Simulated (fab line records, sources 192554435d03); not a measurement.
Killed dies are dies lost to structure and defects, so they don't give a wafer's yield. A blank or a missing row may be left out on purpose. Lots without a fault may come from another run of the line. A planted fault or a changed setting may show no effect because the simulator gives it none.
Which tool did it? | flow n5_finfet | 8 lots, 24 wafers sampled, at 4 steps of a route of 1938

WHAT THE GAUGES READ, wafer by wafer
N5_FIN_SAQP_INSPECT_40: inspects for defects (brightfield).
lot  | measured    | on                | raw_defect_count
L334 | day 3 09:22 | defect_inspect-01 | 255 210 250
L338 | day 4 09:16 | defect_inspect-01 | 207 195 297
L339 | day 4 15:07 | defect_inspect-01 | 258 279 273
L340 | day 4 23:37 | defect_inspect-02 | 1645 1588 1586
L344 | day 5 21:59 | defect_inspect-02 | 165 163 149
L345 | day 6 02:49 | defect_inspect-02 | 1690 1697 1805
L351 | day 7 14:49 | defect_inspect-01 | 148 181 197
L352 | day 7 20:26 | defect_inspect-02 | 260 227 172

WHICH TOOL RAN EACH LOT (tool, then ch and the chambers of the sampled wafers, then the start)
lot  | N5_FIN_SAQP_ETCH_51               | N5_FIN_SAQP_HM_OPEN_33            | N5_FIN_SAQP_FIN_ETCH_36
L334 | rie_diel-03 ch 0,2,3, day 3 05:13 | rie_diel-03 ch 1,3, day 3 08:50   | rie_si-04 ch 0,1, day 3 09:07
L338 | rie_diel-03 ch 0,1,2, day 4 04:41 | rie_diel-03 ch 1,2,3, day 4 08:44 | rie_si-03 ch 0,2,3, day 4 09:01
L339 | rie_diel-03 ch 0,2,3, day 4 10:41 | rie_diel-06 ch 0,2,3, day 4 14:35 | rie_si-05 ch 0,1,3, day 4 14:52
L340 | rie_diel-03 ch 0,1,2, day 4 17:44 | rie_diel-05 ch 0,2,3, day 4 23:04 | rie_si-05 ch 0,2,3, day 4 23:22
L344 | rie_diel-06 ch 1,2,3, day 5 17:24 | rie_diel-06 ch 1,2, day 5 21:27   | rie_si-04 ch 2,3, day 5 21:44
L345 | rie_diel-03 ch 0,2,3, day 5 22:37 | rie_diel-05 ch 1,2,3, day 6 02:17 | rie_si-04 ch 0,1,3, day 6 02:34
L351 | rie_diel-05 ch 0,2,3, day 7 10:28 | rie_diel-06 ch 0,1, day 7 14:16   | rie_si-05 ch 0,1, day 7 14:34
L352 | rie_diel-06 ch 0,1,3, day 7 16:14 | rie_diel-03 ch 0,1,2, day 7 19:53 | rie_si-03 ch 0,1, day 7 20:11
- N5_FIN_SAQP_ETCH_51: etches SiARC in CF4, target depth 45.5 nm, time 75.8 s.
- N5_FIN_SAQP_HM_OPEN_33: chemistry CH3F/O2, target SiNx, target depth 49.4 nm, time 70.6 s.
- N5_FIN_SAQP_FIN_ETCH_36: etches the open film in HBr/Cl2/O2, target depth 120 nm, time 50.4 s.

THE ANSWER, worked out from the rows above alone
Rule: what is usual is taken from the lots themselves. Put in order of their means at a reading, lots are off if they are a third of the lots or fewer, leave a main group of 4 or more, and stand apart from it by a gap of 3 or more times the standard deviation of the main group's means; of several such gaps the widest counts. A main group whose means are all the same, to the digits that the tables above print for the reading, isn't used. A lot without any number at a reading at which 4 lots or more have one is off too. The other lots that the step has rows for count as sound.
Off: L340, L345, at N5_FIN_SAQP_INSPECT_40 (raw_defect_count). The main group: mean 216, standard deviation 38.
A tool fits if, at a process step before that reading, it ran every lot that is off, and no sound lot after the first of them. The gauges at N5_FIN_SAQP_INSPECT_40 are tried like those tools. Can't be told from this: 2 tools fit, rie_diel-03 at N5_FIN_SAQP_ETCH_51, rie_diel-05 at N5_FIN_SAQP_HM_OPEN_33.

WHAT THE SIMULATOR HAD PUT IN
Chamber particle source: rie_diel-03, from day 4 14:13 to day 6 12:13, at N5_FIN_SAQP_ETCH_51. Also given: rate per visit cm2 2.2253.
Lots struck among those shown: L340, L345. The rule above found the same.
